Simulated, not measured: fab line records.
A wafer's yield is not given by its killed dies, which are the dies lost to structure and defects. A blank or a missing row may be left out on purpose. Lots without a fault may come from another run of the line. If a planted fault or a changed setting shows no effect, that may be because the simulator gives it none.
Which tool did it? + flow n5-finfet + 21 wafers from 7 lots sampled at 7 of the route's 1938 steps

== WHAT THE GAUGES READ, wafer by wafer ==
N5_BEOL_M4_RC_MEAS_101. Usual: DIBL_N 36.5 mV/V, standard deviation 1.4; DIBL_P 36.5 mV/V, standard deviation 1.6; IOFF_N 0.163 nA/um, standard deviation 0.022; IOFF_P 0.219 nA/um, standard deviation 0.029; ION_N 675 uA/um, standard deviation 8.3; ION_P 464 uA/um, standard deviation 6.2; SS_N 71.5 mV/dec, standard deviation 0.52; SS_P 73.4 mV/dec, standard deviation 0.57; VT_N 249.7 mV, standard deviation 2.6; VT_P -250 mV, standard deviation 3.
| lot  | measured     | on        | DIBL_N (mV/V)  | DIBL_P (mV/V)  | IOFF_N (nA/um)    | IOFF_P (nA/um)    | ION_N (uA/um) | ION_P (uA/um) | SS_N (mV/dec)  | SS_P (mV/dec)  | VT_N (mV)         | VT_P (mV)      | flag |
|------|--------------|-----------|----------------|----------------|-------------------|-------------------|---------------|---------------|----------------|----------------|-------------------|----------------|------|
| L224 | day 9 04:06  | prober-02 | 35.5 36.6 34.2 | 37.1 38.6 34.9 | 0.148 0.168 0.125 | 0.205 0.224 0.172 | 671 675 659   | 465 460 456   | 71.2 71.8 70.9 | 73.5 73.5 72.6 | 253.1 249.6 253.6 | -252 -252 -254 |      |
| L228 | day 9 21:19  | prober-01 | 36.9 35.8 36.2 | 36.2 35.2 36.4 | 0.172 0.154 0.173 | 0.197 0.188 0.200 | 666 666 682   | 454 454 462   | 72.1 70.6 71.4 | 73.3 73.4 73.0 | 251.5 250.5 249.3 | -250 -251 -251 |      |
| L231 | day 10 21:46 | prober-02 | 37.1 37.1 36.8 | 37.8 37.8 37.4 | 0.162 0.166 0.162 | 0.220 0.226 0.211 | 679 674 685   | 462 471 466   | 72.3 71.2 71.0 | 73.8 73.8 73.7 | 251.9 248.4 249.9 | -250 -250 -251 |      |
| L235 | day 11 18:43 | prober-02 | 34.4 35.8      | 35.2 36.9      | 0.136 0.158       | 0.204 0.223       | 666 670       | 464 466       | 71.6 71.7      | 73.7 73.5      | 253.6 249.6       | -250 -249      |      |
| L242 | day 13 10:22 | prober-01 | 35.9 34.6 36.0 | 37.2 35.2 37.6 | 0.158 0.136 0.166 | 0.203 0.166 0.203 | 675 668 682   | 467 458 463   | 71.4 70.9 71.8 | 73.2 73.3 73.5 | 251.6 251.9 249.8 | -253 -258 -252 |      |
| L243 | day 13 22:22 | prober-02 | 35.7 33.3 35.0 | 37.9 34.6 36.6 | 0.170 0.127 0.151 | 0.230 0.184 0.217 | 681 675 675   | 472 467 465   | 72.5 71.0 71.1 | 73.4 72.6 73.3 | 250.1 252.1 250.0 | -248 -251 -249 |      |
| L244 | day 14 04:43 | prober-02 | 36.6 37.2 34.9 | 35.7 36.7 33.8 | 0.149 0.164 0.132 | 0.218 0.243 0.196 | 661 665 667   | 460 458 467   | 71.8 72.8 71.7 | 73.4 73.9 72.7 | 251.6 250.0 254.0 | -250 -248 -251 |      |

== WHICH TOOL RAN EACH LOT (tool, then ch and the chambers of the sampled wafers, then the start) ==
| lot  | N5_MOL_CONTACT_COAG_ETCH_89        | N5_MOL_CONTACT_COAG_ALD_131       | N5_MOL_CONTACT_COAG_ETCHBACK_135   | N5_MOL_CONTACT_COAG_VIA_ETCH_46    | N5_MOL_CONTACT_COAG_ETCH_47        | N5_MOL_CONTACT_COAG_ETCH_48        |
|------|------------------------------------|-----------------------------------|------------------------------------|------------------------------------|------------------------------------|------------------------------------|
| L224 | rie-diel-01 ch 0,1, day 6 00:38    | ald-sin-01 ch 1,2, day 6 00:53    | rie-diel-01 ch 0,2,3, day 6 01:12  | rie-diel-01 ch 0,2,3, day 6 01:14  | rie-diel-01 ch 0,2,3, day 6 01:20  | rie-diel-05 ch 0,2,3, day 6 02:40  |
| L228 | rie-diel-02 ch 1,2,3, day 7 03:10  | ald-sin-03 ch 1,2,3, day 7 03:21  | rie-diel-05 ch 1,2,3, day 7 03:40  | rie-diel-05 ch 1,2,3, day 7 03:41  | rie-diel-05 ch 1,2,3, day 7 03:48  | rie-diel-01 ch 0,1, day 7 05:29    |
| L231 | rie-diel-05 ch 0,2,3, day 7 17:28  | ald-sin-03 ch 2,3, day 7 17:34    | rie-diel-05 ch 0,1,2, day 7 17:52  | rie-diel-05 ch 0,1,2, day 7 17:55  | rie-diel-05 ch 0,1,2, day 7 18:01  | rie-diel-02 ch 1,2, day 7 19:13    |
| L235 | rie-diel-05 ch 0,1,3, day 8 15:46  | ald-sin-01 ch 0,1,2, day 8 16:11  | rie-diel-05 ch 0,2,3, day 8 16:29  | rie-diel-05 ch 0,2,3, day 8 16:31  | rie-diel-05 ch 0,2,3, day 8 16:37  | rie-diel-02 ch 0,1,2, day 8 17:59  |
| L242 | rie-diel-05 ch 1,2, day 10 09:04   | ald-sin-03 ch 0,1,2, day 10 09:25 | rie-diel-02 ch 0,3, day 10 09:43   | rie-diel-02 ch 0,3, day 10 09:44   | rie-diel-02 ch 0,3, day 10 09:51   | rie-diel-05 ch 1,2, day 10 11:05   |
| L243 | rie-diel-02 ch 1,2,3, day 10 20:36 | ald-sin-03 ch 0,1,2, day 10 21:02 | rie-diel-02 ch 0,1,3, day 10 21:23 | rie-diel-02 ch 0,1,3, day 10 21:26 | rie-diel-02 ch 0,1,3, day 10 21:32 | rie-diel-05 ch 1,2,3, day 10 23:13 |
| L244 | rie-diel-01 ch 0,3, day 10 22:46   | ald-sin-01 ch 0,1,3, day 10 22:52 | rie-diel-01 ch 0,2,3, day 10 23:19 | rie-diel-01 ch 0,2,3, day 10 23:21 | rie-diel-01 ch 0,2,3, day 10 23:28 | rie-diel-05 ch 1,2,3, day 11 01:14 |
- N5_MOL_CONTACT_COAG_ETCH_89: etches underlayer in N2/H2, target depth 13 nm, time 10.4 s.
- N5_MOL_CONTACT_COAG_ALD_131: deposits SiO2, target thk 5 nm, pulse time 1 s, co reactant pulse time 1 s.
- N5_MOL_CONTACT_COAG_ETCHBACK_135: etches SiO2 in CHF3, target depth 25 nm, time 16.7 s.
- N5_MOL_CONTACT_COAG_VIA_ETCH_46: etches SiO2 in C4F6/O2, target depth 46 nm, overetch 9.2 nm, time 40 s.
- N5_MOL_CONTACT_COAG_ETCH_47: etches SiNx in CH3F/O2, stops on W, target depth 27 nm.
- N5_MOL_CONTACT_COAG_ETCH_48: etches SiOC in C4F6/O2, target depth 15 nm, overetch 4.5 nm, time 17 s.

== AS READ BY THE TOOLS THEMSELVES (means over the sampled wafers that have a number; for cases with no such wafer, the mark the record gives instead) ==
N5_MOL_CONTACT_COAG_ETCH_89. Usual: drypump-motor-current-A 5.7 A, standard deviation 0.47; etch-rf-on-time-s 10.41 s, standard deviation 0.18; oes-product-au 0.64 a.u., standard deviation 0.065; rf-vpp-V 522.7 V, standard deviation 1.2; showerhead-plenum-p-Torr 2.50 Torr, standard deviation 0.036; throttle-valve-pct 17.91 %, standard deviation 0.24.
| lot  | tool        | drypump-motor-current-A (A) | etch-rf-on-time-s (s) | oes-product-au (a.u.) | rf-vpp-V (V) | showerhead-plenum-p-Torr (Torr) | throttle-valve-pct (%) | flag |
|------|-------------|-----------------------------|-----------------------|-----------------------|--------------|---------------------------------|------------------------|------|
| L224 | rie-diel-01 | 6.0                         | 10.27                 | 0.66                  | 522.8        | 2.51                            | 17.78                  |      |
| L228 | rie-diel-02 | 6.0                         | 10.51                 | 0.63                  | 524.2        | 2.55                            | 17.90                  |      |
| L231 | rie-diel-05 | 5.3                         | 10.47                 | 0.60                  | 522.6        | 2.49                            | 18.01                  |      |
| L235 | rie-diel-05 | 5.6                         | 10.37                 | 0.60                  | 523.4        | 2.50                            | 17.99                  |      |
| L242 | rie-diel-05 | 5.4                         | 10.17                 | 0.67                  | 520.5        | 2.45                            | 17.81                  |      |
| L243 | rie-diel-02 | 6.0                         | 10.48                 | 0.62                  | 523.9        | 2.54                            | 17.95                  |      |
| L244 | rie-diel-01 | 5.4                         | 10.32                 | 0.65                  | 522.7        | 2.50                            | 17.93                  |      |

N5_MOL_CONTACT_COAG_ALD_131. Usual: heater-power-w 78 W, standard deviation 6.4; precursor-pulse-height-rel 1.002, standard deviation 0.02; susceptor-temp-C 99.99 C, standard deviation 0.13.
| lot  | tool       | heater-power-w (W) | precursor-pulse-height-rel | susceptor-temp-C (C) | flag |
|------|------------|--------------------|----------------------------|----------------------|------|
| L224 | ald-sin-01 | 82                 | 1.015                      | 100.07               |      |
| L228 | ald-sin-03 | 80                 | 0.993                      | 100.10               |      |
| L231 | ald-sin-03 | 82                 | 0.999                      | 99.87                |      |
| L235 | ald-sin-01 | 79                 | 1.002                      | 100.01               |      |
| L242 | ald-sin-03 | 82                 | 1.008                      | 99.98                |      |
| L243 | ald-sin-03 | 81                 | 1.018                      | 99.95                |      |
| L244 | ald-sin-01 | 78                 | 1.007                      | 100.07               |      |

N5_MOL_CONTACT_COAG_ETCHBACK_135. Usual: CHF3_flow_sccm 50.00 sccm, standard deviation 0.14; drypump-motor-current-A 5.7 A, standard deviation 0.47; oes-product-au 0.74 a.u., standard deviation 0.062; rf-vpp-V 523 V, standard deviation 3.7; showerhead-plenum-p-Torr 2.35 Torr, standard deviation 0.036; throttle-valve-pct 18.81 %, standard deviation 0.24.
| lot  | tool        | CHF3_flow_sccm (sccm) | drypump-motor-current-A (A) | oes-product-au (a.u.) | rf-vpp-V (V) | showerhead-plenum-p-Torr (Torr) | throttle-valve-pct (%) | flag |
|------|-------------|-----------------------|-----------------------------|-----------------------|--------------|---------------------------------|------------------------|------|
| L224 | rie-diel-01 | 50.02                 | 5.7                         | 0.77                  | 523          | 2.35                            | 18.78                  |      |
| L228 | rie-diel-05 | 50.03                 | 5.6                         | 0.72                  | 526          | 2.33                            | 18.90                  |      |
| L231 | rie-diel-05 | 49.87                 | 5.4                         | 0.70                  | 523          | 2.32                            | 18.76                  |      |
| L235 | rie-diel-05 | 49.88                 | 5.3                         | 0.70                  | 522          | 2.32                            | 18.89                  |      |
| L242 | rie-diel-02 | 49.97                 | 5.8                         | 0.77                  | 523          | 2.33                            | 18.73                  |      |
| L243 | rie-diel-02 | 49.95                 | 5.9                         | 0.74                  | 525          | 2.35                            | 18.66                  |      |
| L244 | rie-diel-01 | 49.96                 | 5.7                         | 0.82                  | 523          | 2.34                            | 18.70                  |      |

N5_MOL_CONTACT_COAG_VIA_ETCH_46. Usual: O2_flow_sccm 10.00 sccm, standard deviation 0.034; drypump-motor-current-A 5.7 A, standard deviation 0.47; oes-product-au 0.67 a.u., standard deviation 0.052; rf-vpp-V 1585 V, standard deviation 10; showerhead-plenum-p-Torr 2.80 Torr, standard deviation 0.042; throttle-valve-pct 40.90 %, standard deviation 0.27.
| lot  | tool        | O2_flow_sccm (sccm) | drypump-motor-current-A (A) | oes-product-au (a.u.) | rf-vpp-V (V) | showerhead-plenum-p-Torr (Torr) | throttle-valve-pct (%) | flag |
|------|-------------|---------------------|-----------------------------|-----------------------|--------------|---------------------------------|------------------------|------|
| L224 | rie-diel-01 | 9.96                | 5.7                         | 0.70                  | 1586         | 2.81                            | 40.90                  |      |
| L228 | rie-diel-05 | 10.00               | 5.6                         | 0.65                  | 1591         | 2.78                            | 41.03                  |      |
| L231 | rie-diel-05 | 9.97                | 5.4                         | 0.63                  | 1584         | 2.77                            | 40.86                  |      |
| L235 | rie-diel-05 | 9.99                | 5.3                         | 0.60                  | 1580         | 2.77                            | 40.90                  |      |
| L242 | rie-diel-02 | 9.99                | 5.8                         | 0.69                  | 1584         | 2.78                            | 40.81                  |      |
| L243 | rie-diel-02 | 10.00               | 5.9                         | 0.67                  | 1588         | 2.81                            | 40.74                  |      |
| L244 | rie-diel-01 | 9.98                | 5.7                         | 0.73                  | 1584         | 2.79                            | 40.78                  |      |

N5_MOL_CONTACT_COAG_ETCH_47. Usual: O2_flow_sccm 19.99 sccm, standard deviation 0.063; drypump-motor-current-A 5.7 A, standard deviation 0.47; etch-rf-on-time-s 31.2 s, standard deviation 0.45; oes-product-au 0.66 a.u., standard deviation 0.055; rf-vpp-V 297.0 V, standard deviation 2.1; showerhead-plenum-p-Torr 1.97 Torr, standard deviation 0.031; throttle-valve-pct 16.44 %, standard deviation 0.24.
| lot  | tool        | O2_flow_sccm (sccm) | drypump-motor-current-A (A) | etch-rf-on-time-s (s) | oes-product-au (a.u.) | rf-vpp-V (V) | showerhead-plenum-p-Torr (Torr) | throttle-valve-pct (%) | flag |
|------|-------------|---------------------|-----------------------------|-----------------------|-----------------------|--------------|---------------------------------|------------------------|------|
| L224 | rie-diel-01 | 20.06               | 5.7                         | 31.3                  | 0.70                  | 297.3        | 1.97                            | 16.40                  |      |
| L228 | rie-diel-05 | 20.00               | 5.6                         | 31.4                  | 0.63                  | 298.8        | 1.95                            | 16.53                  |      |
| L231 | rie-diel-05 | 20.01               | 5.4                         | 31.1                  | 0.63                  | 296.4        | 1.95                            | 16.41                  |      |
| L235 | rie-diel-05 | 20.01               | 5.3                         | 37.8                  | 0.51                  | 296.0        | 1.95                            | 16.51                  | OFF  |
| L242 | rie-diel-02 | 19.95               | 5.7                         | 31.0                  | 0.69                  | 298.0        | 1.96                            | 16.37                  |      |
| L243 | rie-diel-02 | 19.99               | 5.9                         | 31.0                  | 0.66                  | 297.3        | 1.98                            | 16.31                  |      |
| L244 | rie-diel-01 | 20.01               | 5.7                         | 30.9                  | 0.73                  | 296.4        | 1.96                            | 16.31                  |      |

N5_MOL_CONTACT_COAG_ETCH_48. Usual: O2_flow_sccm 10.00 sccm, standard deviation 0.031; drypump-motor-current-A 5.7 A, standard deviation 0.5; oes-product-au 0.65 a.u., standard deviation 0.071; rf-vpp-V 1589 V, standard deviation 9.4; showerhead-plenum-p-Torr 2.80 Torr, standard deviation 0.039; throttle-valve-pct 40.55 %, standard deviation 0.28.
| lot  | tool        | O2_flow_sccm (sccm) | drypump-motor-current-A (A) | oes-product-au (a.u.) | rf-vpp-V (V) | showerhead-plenum-p-Torr (Torr) | throttle-valve-pct (%) | flag |
|------|-------------|---------------------|-----------------------------|-----------------------|--------------|---------------------------------|------------------------|------|
| L224 | rie-diel-05 | 10.01               | 5.3                         | 0.62                  | 1582         | 2.78                            | 40.63                  |      |
| L228 | rie-diel-01 | 10.01               | 6.3                         | 0.71                  | 1593         | 2.79                            | 40.23                  |      |
| L231 | rie-diel-02 | 9.98                | 6.0                         | 0.66                  | 1583         | 2.84                            | 40.85                  |      |
| L235 | rie-diel-02 | 10.01               | 5.9                         | 0.52                  | 1586         | 2.81                            | 40.65                  |      |
| L242 | rie-diel-05 | 9.99                | 5.4                         | 0.64                  | 1594         | 2.73                            | 40.50                  |      |
| L243 | rie-diel-05 | 9.98                | 5.6                         | 0.64                  | 1592         | 2.76                            | 40.63                  |      |
| L244 | rie-diel-05 | 9.98                | 5.6                         | 0.65                  | 1591         | 2.76                            | 40.64                  |      |

== THE ANSWER, worked out from the rows above alone ==
Rule: a lot is off if the mean of its wafers that have a number lies more than 3 standard deviations from the usual mean. A lot without any number at a reading at which 4 lots or more have one is off too. The other lots that the step has rows for count as sound. The gauges are gone through in route order, then the tools' own readings, and for those a lot's mean is taken as printed above. At the first step where some lot is off, the reading lying furthest off is the one used; lots without a number count as furthest.
Off, at N5_MOL_CONTACT_COAG_ETCH_47 on etch-rf-on-time-s: L235.
If a tool, at that step or one of the process steps before it, ran each lot that is off and ran no sound lot following the first of them, it fits. One fits: N5_MOL_CONTACT_COAG_ETCHBACK_135 and N5_MOL_CONTACT_COAG_VIA_ETCH_46 and N5_MOL_CONTACT_COAG_ETCH_47 on rie-diel-05. At N5_MOL_CONTACT_COAG_ETCHBACK_135 its last sound lot is L231 (day 7 17:52), its first lot that is off L235 (day 8 16:29): a fault that began between those two fits.

== WHAT WAS PUT IN BY THE SIMULATOR ==
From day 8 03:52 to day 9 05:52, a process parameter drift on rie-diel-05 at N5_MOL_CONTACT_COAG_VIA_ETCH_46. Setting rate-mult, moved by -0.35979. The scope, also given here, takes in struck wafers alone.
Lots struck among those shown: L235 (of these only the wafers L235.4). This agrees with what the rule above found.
